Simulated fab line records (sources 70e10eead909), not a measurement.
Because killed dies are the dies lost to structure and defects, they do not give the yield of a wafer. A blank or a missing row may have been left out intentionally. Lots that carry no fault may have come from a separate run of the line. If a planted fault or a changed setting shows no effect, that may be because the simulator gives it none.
Matching of chambers + flow nandHarc + NHARC_P_M0_PRE_CLEAN_31 on pecvd-02: 3 sister chambers
The step time 12 s. 20 wafers are shown with their chamber, then 10 later ones without.

WAFERS WITH THEIR CHAMBER
| wafer  | chamber | heaterPowerOuterW (W) | heaterPowerW (W) |
|--------|---------|-----------------------|------------------|
| L085.2 | 0       | 319                   | 567              |
| L085.3 | 1       | 450                   | 691              |
| L085.5 | 1       | 452                   | 685              |
| L086.1 | 1       | 444                   | 658              |
| L086.2 | 2       | 549                   | 852              |
| L086.3 | 0       | 283                   | 508              |
| L087.1 | 2       | 443                   | 712              |
| L087.4 | 0       | 326                   | 560              |
| L087.5 | 2       | 461                   | 708              |
| L088.1 | 1       | 466                   | 705              |
| L088.5 | 2       | 502                   | 766              |
| L088.6 | 1       | 478                   | 702              |
| L089.1 | 1       | 466                   | 691              |
| L089.2 | 2       | 484                   | 733              |
| L089.5 | 2       | 484                   | 751              |
| L092.2 | 2       | 561                   | 835              |
| L092.3 | 1       | 485                   | 687              |
| L092.6 | 1       | 479                   | 692              |
| L091.1 | 0       | 314                   | 554              |
| L091.4 | 2       | 483                   | 750              |

SIGNATURES (means of the wafers above)
| reading           | chamber 0 | chamber 1 | chamber 2 | scatter within a chamber |
|-------------------|-----------|-----------|-----------|--------------------------|
| heaterPowerOuterW | 310.50    | 465.00    | 495.88    | 28.9                     |
| heaterPowerW      | 547.25    | 688.88    | 763.38    | 37.2                     |
Rule: for each reading, subtract the chamber's mean from the wafer's reading, divide by that reading's scatter and square the result; add these up over the readings and take the root, which gives the wafer's distance from the chamber. The wafer belongs to the nearest chamber; if the next one is less than 2 further off, it can't be placed. The scatter: the root of (the sum of the squares of (reading less its chamber's mean) over the shown wafers, divided by (wafers less chambers)).

WAFERS WHOSE CHAMBER IS MISSING
| wafer  | heaterPowerOuterW (W) | heaterPowerW (W) |
|--------|-----------------------|------------------|
| L091.6 | 457                   | 711              |
| L093.3 | 274                   | 496              |
| L093.4 | 459                   | 676              |
| L093.6 | 504                   | 778              |
| L094.1 | 504                   | 786              |
| L094.3 | 470                   | 677              |
| L094.4 | 451                   | 691              |
| L096.1 | 299                   | 508              |
| L096.2 | 464                   | 709              |
| L096.5 | 292                   | 524              |

WHICH CHAMBER EACH ONE RAN IN
| wafer  | from the rows above     | in truth |
|--------|-------------------------|----------|
| L091.6 | can't be placed: 1 or 2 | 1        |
| L093.3 | 0                       | 0        |
| L093.4 | 1                       | 1        |
| L093.6 | 2                       | 2        |
| L094.1 | 2                       | 2        |
| L094.3 | 1                       | 1        |
| L094.4 | 1                       | 1        |
| L096.1 | 0                       | 0        |
| L096.2 | can't be placed: 1 or 2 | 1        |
| L096.5 | 0                       | 0        |
Placed correctly: 8 of 10. Can't be placed from these rows: 2 (the true chamber is among the candidates in 2). Wrongly placed: 0.
